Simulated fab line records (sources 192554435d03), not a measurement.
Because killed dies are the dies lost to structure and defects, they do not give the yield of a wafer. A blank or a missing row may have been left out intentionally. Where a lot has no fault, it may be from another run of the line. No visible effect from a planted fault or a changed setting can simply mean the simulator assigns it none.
fab line records	flow n5Finfet
record lots=7	wafers=21	lastDay=17
route steps=1938 shown BEOL_M0_SAQP@646 BEOL_M4@1111
lots with no fault: from the same line, run without faults
startH: start of the lot's first displayed wafer, in hours after the record's first day	waitH: time in hours since the lot's previous step	" repeats the value in the row above	L1.1+2: a single row standing in for several wafers	- value missing, or start not given	* or withheld: withheld	< > ~ a bound
route shown NAME@n: names a module that has steps shown in the file, with the first one's number in the route	usual: average and standard deviation across the fault-free wafers	same: alike in all rows	chamber/n: place in a boat	sites: each site's reading	_std_site: the values' standard deviation	_edge_site: the outer-site mean with the inner-site mean subtracted	radiusMm: how far each site lies from the wafer's centre	mask NAME#n: copy n	behind: the last tool/chamber to shape the wafer	hold: why the lot was held/for how many hours/how that ended	device: transistor that didn't switch, given as n, p or np	end of line: the route-end tests of the same wafers	step lacking rows: just its recipe	killed: dies that structure and defects cost at the first sort, which is not the same as the wafer's yield	map: dies across one wafer; x = killed, . = not, _ = none there
set.NAME: the run value of the setting; set.NAME@STEP: its run value at that earlier step	model.NAME: the simulator's own value behind a step, which no gauge read
certain route steps with their lots: each step a table, each wafer a row
services: from which hour (startH, from the record's first day; less than 0 if before it) a tool's chamber was out of use, for how many hours, and why
## steps
# step N5_BEOL_M0_SAQP_EXPOSE_11
# recipe maskId=M0_CORE	na=1.35	sourceShape=dipole	sigmaInner=0.538	sigmaOuter=0.738	polarization=te	targetCdNm=42	doseMj=55
# step N5_BEOL_M0_SAQP_PEB_12
# recipe pebTempC=withheld	pebTimeS=60	resist=CAR-ArF
# step N5_BEOL_M0_SAQP_DEVELOP_13
# recipe developTimeS=30	developer=TMAH	resist=CAR-ArF	devTempC=23	rinseLiquid=diw	dry=airSpin
# step N5_BEOL_M0_SAQP_CD_MEAS_14
# recipe targetCdNm=42.5	landingEnergyEv=500	detector=seInlens
# usual cdNm=42.5/0.33
# same landingEnergyEv=500
lot.wafer	tool	chamber	startH	waitH	cdNm
L381.1	cdSem-01	0	183.98	-	42.7
L381.4	"	0	"	"	43.1
L381.5	"	0	"	"	43.0
L382.2	cdSem-02	0	188.49	-	43.1
L382.4	"	0	"	"	42.6
L382.5	"	0	"	"	42.5
L383.2	cdSem-02	0	199.76	-	42.5
L383.3	"	0	"	"	42.5
L383.5	"	0	"	"	42.5
L386.1	cdSem-03	0	210.45	-	42.1
L386.3	"	0	"	"	42.0
L386.4	"	0	"	"	42.5
L387.3	cdSem-01	0	217.63	-	42.5
L387.5	"	0	"	"	42.5
L387.6	"	0	"	"	42.0
L388.2	cdSem-03	0	221.98	-	43.3
L388.5	"	0	"	"	42.4
L388.6	"	0	"	"	43.0
L391.2	cdSem-01	0	246.98	-	42.5
L391.3	"	0	"	"	43.0
L391.6	"	0	"	"	42.2
# step N5_BEOL_M0_SAQP_OVL_MEAS_15
# recipe pointsPerWafer=44
# usual M0_CORE_OVL=0.1/0.64
lot.wafer	tool	chamber	startH	waitH	M0_CORE_OVL[nm]
L381.1	overlay-01	0	184.02	0.0	-0.4
L381.4	"	0	"	"	0.7
L381.5	"	0	"	"	-0.3
L382.2	overlay-01	0	188.52	0.0	0.4
L382.4	"	0	"	"	1.1
L382.5	"	0	"	"	0.4
L383.2	overlay-02	0	199.79	0.0	0.2
L383.3	"	0	"	"	-0.2
L383.5	"	0	"	"	-0.2
L386.1	overlay-02	0	210.48	0.0	0.7
L386.3	"	0	"	"	0.5
L386.4	"	0	"	"	0.9
L387.3	overlay-02	0	217.65	0.0	-0.1
L387.5	"	0	"	"	-0.5
L387.6	"	0	"	"	-0.6
L388.2	overlay-02	0	222.01	0.0	0.9
L388.5	"	0	"	"	-0.6
L388.6	"	0	"	"	-0.5
L391.2	overlay-01	0	247.01	0.0	-0.6
L391.3	"	0	"	"	-0.1
L391.6	"	0	"	"	-0.2
# step N5_BEOL_M0_SAQP_INSPECT_16
# recipe mode=adi	inspectInstrument=brightfield
# usual rawDefectCount=483/130
lot.wafer	tool	chamber	startH	waitH	rawDefectCount
L381.1	defectInspect-02	-	184.04	0.0	374
L381.4	"	-	"	"	413
L381.5	"	-	"	"	401
L382.2	defectInspect-02	-	188.54	0.0	557
L382.4	"	-	"	"	459
L382.5	"	-	"	"	387
L383.2	defectInspect-01	-	199.82	0.0	269
L383.3	"	-	"	"	391
L383.5	"	-	"	"	463
L386.1	defectInspect-01	-	210.50	0.0	483
L386.3	"	-	"	"	471
L386.4	"	-	"	"	492
L387.3	defectInspect-02	-	217.68	0.0	524
L387.5	"	-	"	"	551
L387.6	"	-	"	"	490
L388.2	defectInspect-01	-	222.03	0.0	308
L388.5	"	-	"	"	498
L388.6	"	-	"	"	417
L391.2	defectInspect-02	-	247.03	0.0	465
L391.3	"	-	"	"	477
L391.6	"	-	"	"	366
# step N5_BEOL_M0_SAQP_DESCUM_19
# recipe chemistry=O2	timeS=7.9	sourcePowerW=50	biasPowerW=20	pressureMtorr=20	rfFrequencyHz=2.712e+07	tempC=40	resist=CAR-ArF	o2FlowSccm=225
# step N5_BEOL_M0_SAQP_ETCH_83
# recipe chemistry=CF4	target=SiARC	targetDepthA=390	maskMaterial=CAR-ArF	timeS=65	ionEnergyEv=80	pressureMtorr=40	sourceW=545	biasW=36	Ar_flow_sccm=100	cf4FlowSccm=100	ends=cleared
# step N5_BEOL_M0_SAQP_ETCH_84
# recipe chemistry=N2/H2	target=SOC	targetDepthA=1000	overetchA=200	maskMaterial=SiARC	tempC=40	timeS=150	ionEnergyEv=200	pressureMtorr=30	sourceW=840	biasW=150	n2FlowSccm=200	h2FlowSccm=200
# step N5_BEOL_M0_SAQP_STRIP_80
# recipe chemistry=N2/H2	tempC=40	n2FlowSccm=200	h2FlowSccm=200	rfFrequencyHz=6e+07
# step N5_BEOL_M0_SAQP_HM_OPEN_112
# recipe chemistry=CHF3/O2	target=SiO2	stopOn=a-Si	targetDepthA=120	overEtchFrac=1.25	maskMaterial=SOC	timeS=13.5	pressureMtorr=30	sourceW=650	biasW=170	Ar_flow_sccm=200	CHF3_flow_sccm=50	O2_flow_sccm=5	ionEnergyEv=200	ends=endPoint
# step N5_BEOL_M0_SAQP_STRIP_113
# recipe chemistry=CHF3/O2	resist=SiARC	rfFrequencyHz=6e+07
# step N5_BEOL_M0_SAQP_MANDREL_ETCH_20
# recipe targetDepthA=600	chemistry=HBr/Cl2	target=a-Si	stopOn=SiNx	btTimeS=10	maskMaterial=SOC	overEtchFrac=0.5	timeS=30	pressureMtorr=10	icpW=800	biasW=75	HBr_flow_sccm=150	Cl2_flow_sccm=80	ends=endPoint
# usual HBr_flow_sccm=150.0/0.43	biasW=75.00/0.2	drypumpMotorCurrentA=5.6/0.37	oesProductAu=0.769/0.013	throttleValvePct=35.4/0.31
lot.wafer	tool	chamber	startH	waitH	HBr_flow_sccm	biasW	drypumpMotorCurrentA	oesProductAu	rfHoursCounterH	throttleValvePct	model.SOC_of_BEOL_M0_SAQP_COAT_81.thkNm	model.SiNx_of_BEOL_M0_SAQP_PECVD_97.thkNm
L381.1	rieSi-02	2	184.35	0.0	-	-	-	-	-	-	99.8	23.2
L381.4	"	0	"	"	-	-	-	-	-	-	100	23.6
L381.5	"	2	"	"	-	-	-	-	-	-	100	23.2
L382.2	rieSi-03	0	188.85	0.0	-	-	-	-	-	-	100.4	23
L382.4	"	1	"	"	-	-	-	-	-	-	100.2	23.2
L382.5	"	1	"	"	-	-	-	-	-	-	100.2	23.2
L383.2	rieSi-04	2	200.12	0.0	-	-	-	-	-	-	100.2	22.6
L383.3	"	3	"	"	-	-	-	-	-	-	100.2	22.6
L383.5	"	1	"	"	-	-	-	-	-	-	100	23.2
L386.1	rieSi-03	1	210.81	0.0	149.1	74.83	5.3	0.748	1	35.0	76.8	18.4
L386.3	"	0	"	"	149.7	74.84	5.4	0.769	9	34.9	76.8	18.2
L386.4	"	3	"	"	149.8	75.26	5.2	0.771	183	35.2	76.4	18.6
L387.3	rieSi-04	0	217.99	0.0	150.3	74.85	6.1	0.766	1	35.0	76	17.8
L387.5	"	0	"	"	149.8	75.02	6.1	0.768	-	35.0	75.8	18.4
L387.6	"	3	"	"	150.5	75.21	5.8	0.776	-	35.3	76.8	18.6
L388.2	rieSi-04	3	222.50	0.0	149.9	74.99	5.8	0.769	4	35.3	77	18
L388.5	"	0	"	"	149.8	75.20	6.0	0.773	-	35.0	76	18.4
L388.6	"	3	"	"	149.7	74.77	5.8	0.785	-	35.3	77	18.6
L391.2	rieSi-02	3	247.34	0.0	150.2	75.16	5.5	0.757	183	35.5	76.6	18.2
L391.3	"	2	"	"	150.1	74.86	6.4	0.763	8	35.4	76.6	17.8
L391.6	"	0	"	"	150.0	75.02	5.2	0.773	-	35.4	76.6	18.4
# step N5_BEOL_M0_SAQP_STRIP_86
# recipe chemistry=N2/H2	powerW=500	tempC=40	pressureMtorr=50	rfFrequencyHz=6e+07	overashFraction=0.3	biasPowerW=28	h2Frac=0.5	n2FlowSccm=300	h2FlowSccm=300
# step N5_BEOL_M0_SAQP_STRIP_115
# recipe chemistry=postEtchResidueRemover	timeS=60	tempC=25	removerPh=withheld	removerWaterWtPct=withheld	removerFluorideWtPct=withheld
# step N5_BEOL_M0_SAQP_SRD_93
# recipe dry=ipaMarangoni	timeS=30	tempC=23	rinseLiquid=diw
# step N5_BEOL_M0_SAQP_RECESS_114
# recipe chemistry=HF/NH3	target=SiO2	targetDepthA=144	afsCycles=3	tempC=30	sublimationTempC=180	sublimationTimeS=60
# step N5_BEOL_M0_SAQP_SPACER1_ALD_98
# recipe material=SiO2	targetThkA=128	tempC=300	aldPrecursorFamily=BDEAS	aldCoReactant=O2-plasma	pulseTimeS=1	purgeTimeS=2	coReactantPurgeTimeS=2	aldCycles=138	pressureTorr=2
# usual heaterPowerW=478/38	precursorPulseHeightRel=1.002/0.019
lot.wafer	tool	chamber	startH	waitH	heaterPowerW	precursorPulseHeightRel
L381.1	aldSin-02	2	184.96	0.3	413	0.988
L381.4	"	3	"	"	464	1.012
L381.5	"	3	"	"	476	0.995
L382.2	aldSin-02	3	190.33	1.1	464	0.991
L382.4	"	0	"	"	435	1.020
L382.5	"	1	"	"	481	1.010
L383.2	aldSin-03	3	200.89	0.4	529	1.015
L383.3	"	1	"	"	510	1.018
L383.5	"	3	"	"	539	0.972
L386.1	aldSin-03	0	213.05	1.8	520	0.989
L386.3	"	3	"	"	525	0.997
L386.4	"	1	"	"	512	0.963
L387.3	aldSin-02	1	218.60	0.1	483	1.027
L387.5	"	0	"	"	434	1.006
L387.6	"	3	"	"	464	0.977
L388.2	aldSin-04	1	223.67	0.8	448	1.010
L388.5	"	1	"	"	456	0.991
L388.6	"	2	"	"	460	1.002
L391.2	aldSin-02	1	248.00	0.3	494	1.006
L391.3	"	3	"	"	466	0.990
L391.6	"	1	"	"	482	1.022
# step N5_BEOL_M0_SAQP_SPACER1_ETCHBACK_99
# recipe chemistry=CHF3/O2	mode=anisotropicEtchback	target=SiO2	targetDepthA=154	timeS=7.7	pressureMtorr=30	sourceW=650	biasW=170	Ar_flow_sccm=200	CHF3_flow_sccm=50	O2_flow_sccm=5	ionEnergyEv=200
# usual CHF3_flow_sccm=49.99/0.15	O2_flow_sccm=5.000/0.015	drypumpMotorCurrentA=5.8/0.4	oesProductAu=0.78/0.094	rfVppV=522/5.1	showerheadPlenumPTorr=2.38/0.083	throttleValvePct=18.81/0.28
lot.wafer	tool	chamber	startH	waitH	CHF3_flow_sccm	O2_flow_sccm	drypumpMotorCurrentA	oesProductAu	rfHoursCounterH	rfVppV	showerheadPlenumPTorr	throttleValvePct
L381.1	rieDiel-02	1	185.44	0.3	50.19	5.005	5.7	0.28	139	515	2.23	18.34
L381.4	"	1	"	"	50.00	5.003	5.7	0.28	-	513	2.23	18.34
L381.5	"	0	"	"	49.90	5.029	5.7	0.28	-	521	2.42	19.02
L382.2	rieDiel-02	3	190.83	0.3	49.94	4.997	6.2	0.37	0	528	2.46	18.23
L382.4	"	2	"	"	50.14	4.987	5.1	0.36	4	518	2.37	18.25
L382.5	"	1	"	"	50.29	4.963	5.7	0.28	-	516	2.23	18.33
L383.2	rieDiel-02	2	201.37	0.3	50.14	4.996	5.1	0.35	7	520	2.36	18.25
L383.3	"	0	"	"	49.83	5.000	5.7	0.28	153	520	2.42	19.02
L383.5	"	1	"	"	50.05	5.004	5.7	0.28	-	516	2.23	18.34
L386.1	rieDiel-04	3	213.85	0.6	50.00	4.990	5.8	0.72	225	521	2.38	19.09
L386.3	"	2	"	"	50.01	5.004	5.7	0.97	4	519	2.38	18.76
L386.4	"	0	"	"	50.17	5.003	5.6	0.69	214	524	2.38	19.23
L387.3	rieDiel-03	3	219.08	0.3	50.25	4.982	6.2	0.79	116	513	2.33	18.89
L387.5	"	0	"	"	49.98	4.996	6.1	0.74	-	524	2.30	19.08
L387.6	"	1	"	"	49.91	4.990	4.7	0.98	-	526	2.47	18.64
L388.2	rieDiel-02	2	224.15	0.3	50.06	5.026	5.1	0.93	14	519	2.36	18.38
L388.5	"	2	"	"	50.02	4.979	5.1	0.93	-	520	2.36	18.38
L388.6	"	1	"	"	49.98	4.999	5.7	0.75	-	516	2.23	18.47
L391.2	rieDiel-02	3	248.48	0.3	50.01	5.017	6.3	0.90	17	527	2.46	18.36
L391.3	"	1	"	"	49.81	5.034	5.7	0.74	157	515	2.22	18.49
L391.6	"	3	"	"	49.97	5.012	6.3	0.91	-	530	2.46	18.36
# step N5_BEOL_M0_SAQP_MANDREL1_REMOVE_100
# recipe chemistry=HBr/Cl2/O2	btTimeS=10	target=a-Si	stopOn=SiNx	endpoint=OES-SiCl	overEtchFrac=0.85	icpW=600	biasW=30	HBr_flow_sccm=150	Cl2_flow_sccm=80	O2_flow_sccm=5	pressureMtorr=10
# usual O2_flow_sccm=5.000/0.015	drypumpMotorCurrentA=5.7/0.4	oesProductAu=0.992/0.017	throttleValvePct=36.61/0.29
lot.wafer	tool	chamber	startH	waitH	O2_flow_sccm	drypumpMotorCurrentA	oesProductAu	rfHoursCounterH	throttleValvePct
L381.1	rieSi-04	1	185.52	0.1	4.981	6.3	1.026	86	36.83
L381.4	"	0	"	"	4.985	6.0	0.989	0	36.26
L381.5	"	1	"	"	4.985	6.3	1.028	-	36.83
L382.2	rieSi-02	3	190.92	0.1	5.009	5.5	0.976	182	36.69
L382.4	"	2	"	"	5.007	6.3	0.989	7	36.64
L382.5	"	1	"	"	5.010	5.3	0.977	-	37.06
L383.2	rieSi-03	0	201.45	0.1	5.016	5.4	0.997	9	36.09
L383.3	"	3	"	"	5.014	5.2	0.978	183	36.48
L383.5	"	1	"	"	4.996	5.3	0.968	-	36.20
L386.1	rieSi-03	2	213.94	0.1	4.982	5.7	1.013	137	37.01
L386.3	"	3	"	"	4.994	5.2	0.995	183	36.48
L386.4	"	0	"	"	5.026	5.4	1.002	9	36.10
L387.3	rieSi-03	2	219.16	0.1	5.034	5.7	1.008	137	37.01
L387.5	"	1	"	"	5.005	5.4	0.966	-	36.19
L387.6	"	2	"	"	5.031	5.7	1.006	-	37.01
L388.2	rieSi-03	1	224.23	0.1	5.004	5.3	0.956	2	36.21
L388.5	"	3	"	"	4.978	5.2	0.977	-	36.48
L388.6	"	0	"	"	5.003	5.4	1.001	-	36.08
L391.2	rieSi-04	2	248.57	0.1	4.980	5.7	0.991	22	36.80
L391.3	"	3	"	"	4.989	5.9	1.002	4	36.54
L391.6	"	3	"	"	4.993	5.8	0.994	-	36.53
# step N5_BEOL_M0_SAQP_CD_MEAS_25
# recipe targetCdNm=13.1	landingEnergyEv=1000	detector=seInlens
# usual cdNm=12.84/0.2
# same landingEnergyEv=1000
lot.wafer	tool	chamber	startH	waitH	cdNm
L381.1	cdSem-02	0	185.63	0.1	-
L381.4	"	0	"	"	-
L381.5	"	0	"	"	-
L382.2	cdSem-01	0	191.03	0.1	-
L382.4	"	0	"	"	-
L382.5	"	0	"	"	-
L383.2	cdSem-03	0	201.57	0.1	-
L383.3	"	0	"	"	-
L383.5	"	0	"	"	-
L386.1	cdSem-03	0	214.05	0.1	12.90
L386.3	"	0	"	"	12.93
L386.4	"	0	"	"	12.74
L387.3	cdSem-03	0	219.28	0.1	12.97
L387.5	"	0	"	"	12.74
L387.6	"	0	"	"	12.63
L388.2	cdSem-01	0	224.34	0.1	12.77
L388.5	"	0	"	"	12.90
L388.6	"	0	"	"	12.56
L391.2	cdSem-01	0	248.68	0.1	12.52
L391.3	"	0	"	"	12.66
L391.6	"	0	"	"	12.71
# step N5_BEOL_M0_SAQP_ETCH_101
# recipe chemistry=CH3F/O2	target=SiNx	maskMaterial=SiO2	targetDepthA=299	timeS=42.7	pressureMtorr=30	sourceW=395	biasW=73	Ar_flow_sccm=150	CH3F_flow_sccm=30	O2_flow_sccm=20	ionEnergyEv=120
# step N5_BEOL_M0_SAQP_ETCH_102
# recipe chemistry=CF4	target=SiO2	targetDepthA=40	ionEnergyEv=350	timeS=4.4	pressureMtorr=10	icpW=800	biasW=400	cf4FlowSccm=80
# step N5_BEOL_M0_SAQP_MANDREL_ETCH_103
# recipe chemistry=HBr/Cl2	target=a-Si	targetDepthA=450	btTimeS=10	stopOn=SiCN	maskMaterial=SiO2	overEtchFrac=0.8	timeS=27	pressureMtorr=10	icpW=800	biasW=75	HBr_flow_sccm=150	Cl2_flow_sccm=80	ends=endPoint
# usual HBr_flow_sccm=150.0/0.47	biasW=75.01/0.23	drypumpMotorCurrentA=5.7/0.38	oesProductAu=0.678/0.011	throttleValvePct=35.3/0.31
lot.wafer	tool	chamber	startH	waitH	HBr_flow_sccm	biasW	drypumpMotorCurrentA	oesProductAu	rfHoursCounterH	throttleValvePct
L381.1	rieSi-04	1	185.81	0.0	149.3	74.97	6.2	0.689	86	35.6
L381.4	"	2	"	"	151.0	75.23	5.7	0.679	21	35.5
L381.5	"	0	"	"	150.4	74.70	6.0	0.675	-	35.0
L382.2	rieSi-04	2	191.24	0.0	149.9	74.84	5.7	0.670	21	35.5
L382.4	"	1	"	"	150.2	74.81	6.3	0.694	86	35.6
L382.5	"	2	"	"	150.8	74.77	5.7	0.670	-	35.6
L383.2	rieSi-02	1	201.74	0.0	149.4	75.07	5.3	0.653	10	35.8
L383.3	"	3	"	"	149.6	74.74	5.5	0.668	183	35.5
L383.5	"	2	"	"	149.8	74.87	6.4	0.667	-	35.4
L386.1	rieSi-04	3	214.22	0.0	149.2	74.68	5.8	0.689	3	35.3
L386.3	"	2	"	"	149.9	75.12	5.7	0.674	22	35.6
L386.4	"	0	"	"	150.9	75.48	6.1	0.682	1	35.0
L387.3	rieSi-02	2	219.45	0.0	149.5	74.68	6.4	0.665	7	35.4
L387.5	"	0	"	"	150.6	75.26	5.2	0.687	-	35.4
L387.6	"	1	"	"	149.6	75.15	5.3	0.673	-	35.8
L388.2	rieSi-02	2	224.52	0.0	150.1	75.16	6.4	0.673	8	35.4
L388.5	"	2	"	"	149.8	75.39	6.4	0.674	-	35.4
L388.6	"	1	"	"	149.8	75.00	5.3	0.671	-	35.8
L391.2	rieSi-03	1	248.86	0.0	150.0	75.12	5.3	0.655	2	34.9
L391.3	"	0	"	"	150.0	75.11	5.4	0.682	10	34.8
L391.6	"	2	"	"	151.0	74.51	5.7	0.696	-	35.7
# step N5_BEOL_M0_SAQP_RECESS_104
# recipe chemistry=HF/NH3	target=SiO2	targetDepthA=180	afsCycles=3	tempC=30	sublimationTempC=180	sublimationTimeS=60
# usual drypumpMotorCurrentA=5.5/0.59
lot.wafer	tool	chamber	startH	waitH	drypumpMotorCurrentA
L381.1	vaporEtch-02	1	185.89	0.1	4.7
L381.4	"	0	"	"	5.4
L381.5	"	0	"	"	5.4
L382.2	vaporEtch-02	1	191.32	0.1	4.7
L382.4	"	1	"	"	4.7
L382.5	"	0	"	"	5.4
L383.2	vaporEtch-02	0	201.82	0.1	5.3
L383.3	"	1	"	"	4.7
L383.5	"	0	"	"	5.4
L386.1	vaporEtch-02	1	214.30	0.1	4.7
L386.3	"	0	"	"	5.3
L386.4	"	1	"	"	4.7
L387.3	vaporEtch-01	1	219.65	0.2	5.6
L387.5	"	0	"	"	6.3
L387.6	"	1	"	"	5.6
L388.2	vaporEtch-02	1	224.60	0.1	4.7
L388.5	"	0	"	"	5.4
L388.6	"	1	"	"	4.7
L391.2	vaporEtch-01	1	248.94	0.1	5.6
L391.3	"	0	"	"	6.3
L391.6	"	1	"	"	5.6
# step N5_BEOL_M0_SAQP_COAT_105
# recipe resist=SOC	tempC=250	timeS=60	spinRpm=1500	resistThkNm=100
# step N5_BEOL_M0_SAQP_ETCH_106
# recipe chemistry=N2/H2	target=SOC	targetDepthA=1500	stopOn=SiNx	ionEnergyEv=100	biasW=61	pressureMtorr=30	sourceW=850	n2FlowSccm=200	h2FlowSccm=200
# usual biasW=61.00/0.19	chamberPressureMTorr=30.00/0.032	drypumpMotorCurrentA=5.8/0.46	oesProductAu=0.75/0.077	rfVppV=240.2/1.2	showerheadPlenumPTorr=2.50/0.08	throttleValvePct=17.83/0.19
lot.wafer	tool	chamber	startH	waitH	biasW	chamberPressureMTorr	drypumpMotorCurrentA	oesProductAu	rfHoursCounterH	rfVppV	showerheadPlenumPTorr	throttleValvePct	model.SiNx_of_BEOL_M0_SAQP_PECVD_97.thkNm
L381.1	rieDiel-03	3	186.34	-	61.37	29.94	6.2	0.79	107	240.1	2.45	17.81	20.2
L381.4	"	2	"	"	60.50	29.96	6.2	0.72	-	240.2	2.44	17.91	20.6
L381.5	"	0	"	"	61.10	30.00	6.1	0.75	-	238.9	2.42	17.83	20.2
L382.2	rieDiel-03	0	191.77	-	61.10	30.05	6.1	0.75	181	239.4	2.42	17.84	20
L382.4	"	2	"	"	61.23	29.99	6.2	0.72	-	240.7	2.44	17.93	20.2
L382.5	"	3	"	"	60.89	30.04	6.2	0.79	-	239.6	2.45	17.80	20.2
L383.2	rieDiel-03	2	202.27	-	61.33	30.08	6.2	0.72	172	239.3	2.44	17.92	19.8
L383.3	"	0	"	"	60.91	29.97	6.1	0.74	185	238.7	2.42	17.85	19.6
L383.5	"	2	"	"	60.90	29.97	6.2	0.72	-	239.2	2.43	17.93	20.2
L386.1	rieDiel-04	2	214.75	-	60.91	30.02	5.7	0.97	4	239.5	2.49	17.63	15.4
L386.3	"	3	"	"	60.82	30.02	5.8	0.71	225	241.1	2.51	18.07	15.2
L386.4	"	0	"	"	60.91	30.02	5.6	0.69	214	241.4	2.52	18.12	15.6
L387.3	rieDiel-04	2	219.98	-	61.28	29.99	5.7	0.96	5	240.3	2.49	17.63	14.8
L387.5	"	2	"	"	61.10	30.02	5.7	0.95	-	239.7	2.49	17.64	15.4
L387.6	"	1	"	"	60.95	29.99	6.1	0.74	-	241.5	2.65	17.78	15.6
L388.2	rieDiel-04	1	225.16	-	60.95	29.94	6.1	0.73	172	242.8	2.65	17.77	15
L388.5	"	3	"	"	60.99	30.01	5.8	0.71	-	240.1	2.51	18.06	15.4
L388.6	"	0	"	"	61.18	30.00	5.6	0.69	-	238.9	2.51	18.12	15.8
L391.2	rieDiel-04	1	249.39	-	60.92	29.96	6.1	0.73	180	242.3	2.64	17.77	15.2
L391.3	"	3	"	"	60.77	30.03	5.9	0.71	236	239.6	2.50	18.08	14.8
L391.6	"	2	"	"	60.79	30.02	5.7	0.92	-	241.1	2.49	17.65	15.4
# step N5_BEOL_M0_SAQP_ETCH_107
# recipe chemistry=CH3F/O2	target=SiNx	targetDepthA=300	maskMaterial=SOC	pressureMtorr=30	sourceW=395	biasW=73	Ar_flow_sccm=150	CH3F_flow_sccm=30	O2_flow_sccm=20	ionEnergyEv=120
# usual CH3F_flow_sccm=30.00/0.088	O2_flow_sccm=20.00/0.063	drypumpMotorCurrentA=5.8/0.46	oesProductAu=0.76/0.081	rfVppV=296.3/3	showerheadPlenumPTorr=1.97/0.062	throttleValvePct=16.39/0.2
lot.wafer	tool	chamber	startH	waitH	CH3F_flow_sccm	O2_flow_sccm	drypumpMotorCurrentA	oesProductAu	rfHoursCounterH	rfVppV	showerheadPlenumPTorr	throttleValvePct
L381.1	rieDiel-03	3	186.40	0.0	29.88	20.01	6.2	0.78	107	290.9	1.93	16.35
L381.4	"	2	"	"	30.13	19.93	6.2	0.73	-	296.0	1.92	16.37
L381.5	"	0	"	"	30.00	19.99	6.1	0.75	-	296.7	1.91	16.53
L382.2	rieDiel-03	0	191.83	0.0	29.94	19.92	6.1	0.75	181	297.3	1.91	16.52
L382.4	"	2	"	"	29.89	20.07	6.2	0.73	-	295.5	1.92	16.36
L382.5	"	3	"	"	30.08	20.18	6.2	0.79	-	291.2	1.93	16.34
L383.2	rieDiel-03	2	202.33	0.0	30.11	19.86	6.2	0.73	172	295.8	1.92	16.37
L383.3	"	0	"	"	30.07	19.94	6.1	0.74	185	297.3	1.91	16.54
L383.5	"	2	"	"	30.06	19.94	6.2	0.72	-	295.3	1.92	16.38
L386.1	rieDiel-04	2	214.81	0.0	29.99	20.03	5.7	0.97	4	294.6	1.97	16.17
L386.3	"	3	"	"	29.95	19.98	5.8	0.72	226	297.1	1.97	16.58
L386.4	"	0	"	"	29.86	20.02	5.6	0.69	214	297.5	1.98	16.71
L387.3	rieDiel-04	2	220.04	0.0	29.92	20.07	5.7	0.96	5	296.4	1.97	16.18
L387.5	"	2	"	"	29.92	20.02	5.7	0.97	-	294.5	1.97	16.20
L387.6	"	1	"	"	30.07	19.97	6.1	0.74	-	301.0	2.08	16.28
L388.2	rieDiel-04	1	225.22	0.0	30.16	19.98	6.1	0.75	172	302.9	2.08	16.29
L388.5	"	3	"	"	29.84	20.03	5.8	0.71	-	295.0	1.97	16.60
L388.6	"	0	"	"	29.93	19.97	5.6	0.69	-	297.9	1.98	16.72
L391.2	rieDiel-04	1	249.45	0.0	29.91	19.95	6.1	0.74	180	303.3	2.07	16.30
L391.3	"	3	"	"	30.02	19.85	5.8	0.70	236	296.8	1.97	16.59
L391.6	"	2	"	"	30.02	20.02	5.7	0.93	-	294.1	1.97	16.20
# step N5_BEOL_M4_RC_MEAS_101
# usual DIBL_N=35.7/1.3	DIBL_P=35.4/1.8	IOFF_N=0.152/0.027	IOFF_P=0.20/0.034	ION_N=672/9.8	ION_P=461/7.5	SS_N=71.4/0.55	SS_P=73.1/0.61	VT_N=251/3.3	VT_P=-251/3.6
lot.wafer	tool	chamber	startH	waitH	DIBL_N[mV/V]	DIBL_P[mV/V]	IOFF_N[nA/um]	IOFF_P[nA/um]	ION_N[uA/um]	ION_P[uA/um]	SS_N[mV/dec]	SS_P[mV/dec]	VT_N[mV]	VT_P[mV]
L388.2	prober-01	0	275.59	0.2	36.0	35.4	0.157	0.20	685	462	71.1	72.8	249	-251
L388.5	"	0	"	"	35.7	35.3	0.148	0.20	678	469	71.1	72.9	250	-249
L388.6	"	0	"	"	36.7	36.2	0.167	0.21	680	463	72.1	73.5	251	-251
L386.1	prober-01	0	278.95	0.0	34.8	32.8	0.136	0.18	670	458	71.3	72.6	252	-252
L386.3	"	0	"	"	34.5	33.8	0.143	0.19	681	463	71.1	73.5	252	-250
L386.4	"	0	"	"	33.6	31.4	0.121	0.16	662	456	70.7	73.1	252	-250
L387.3	prober-02	0	280.97	0.3	36.0	35.6	0.147	0.22	670	469	70.9	72.6	251	-246
L387.5	"	0	"	"	35.9	35.6	0.153	0.23	679	468	71.2	74.3	247	-249
L387.6	"	0	"	"	37.2	36.6	0.167	0.25	683	472	72.2	73.5	251	-245
L391.2	prober-01	0	308.32	0.2	36.9	37.5	0.164	0.22	682	465	71.1	73.7	249	-254
L391.3	"	0	"	"	35.3	35.2	0.132	0.17	670	456	70.9	73.0	252	-253
L391.6	"	0	"	"	36.3	36.8	0.148	0.20	674	459	71.1	73.7	252	-251
## services
tool	chamber	startH	hours	kind
rieSi-04	-	169.75	0.3	repair
rieDiel-03	1	170.57	-	clean
rieDiel-03	1	170.57	-	consumableReplace:focusRing
rieDiel-03	1	170.57	23.4	scheduledDown
rieDiel-03	1	170.57	23.4	ventCycle
aldSin-04	-	176.82	14.0	pm
aldSin-04	0	176.82	14.0	ventCycle
rieDiel-02	3	178.06	-	clean
rieDiel-02	3	178.06	-	consumableReplace:focusRing
rieDiel-02	3	178.06	12.3	scheduledDown
rieDiel-02	3	178.06	12.3	ventCycle
rieDiel-04	2	185.70	-	clean
rieDiel-04	2	185.70	-	consumableReplace:focusRing
rieDiel-04	2	185.70	13.5	scheduledDown
rieDiel-04	2	185.70	13.5	ventCycle
aldSin-03	-	187.19	2.6	repair
vaporEtch-02	-	188.38	2.7	repair
rieSi-03	-	196.64	4.1	repair
aldSin-03	0	199.37	8.0	repair
vaporEtch-02	-	214.92	0.8	repair
rieSi-03	2	223.85	9.8	repair
rieSi-04	1	224.20	11.2	repair
aldSin-03	1	244.08	2.7	repair
rieSi-04	0	248.69	4.0	repair
## key
firstSign step=N5_BEOL_M0_SAQP_MANDREL_ETCH_20	reading=toolRecord	direction=missing
effect step=N5_BEOL_M0_SAQP_SPACER1_ETCHBACK_99	reading=oesProductAu	direction=down	sigmas=5	usual=0.78	struck=0.31
effect step=N5_BEOL_M0_SAQP_CD_MEAS_25	reading=cdNm	direction=missing
modelEffect step=N5_BEOL_M0_SAQP_MANDREL_ETCH_20	value=SOC_of_BEOL_M0_SAQP_COAT_81.thkNm	without=76.02	struck=100.1
modelEffect step=N5_BEOL_M0_SAQP_ETCH_106	value=SiNx_of_BEOL_M0_SAQP_PECVD_97.thkNm	without=15.33	struck=20.11
metAt N5_BEOL_M0_SAQP_MANDREL_ETCH_20
struckWafers L381.1,L381.4,L381.5,L382.2,L382.4,L382.5,L383.2,L383.3,L383.5
laterRowsLeftOut L381.1,L381.4,L381.5,L382.2,L382.4,L382.5,L383.2,L383.3,L383.5
sortLeftOut L381.1,L381.4,L381.5,L382.2,L382.4,L382.5,L383.2,L383.3,L383.5
fault kind=skippedStepWhole	tool=rieSi-02,rieSi-03,rieSi-04	chamber=-	onsetH=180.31	steps=N5_BEOL_M0_SAQP_MANDREL_ETCH_20	scope=struckLotsOnly
# sortLeftOut: the simulated sort isn't trusted on such a fault, so these wafers' sort isn't shown, and their yield isn't known
# laterRowsLeftOut: the simulator's readings of these wafers behind a module that went badly wrong aren't trusted and aren't shown, but for the sort
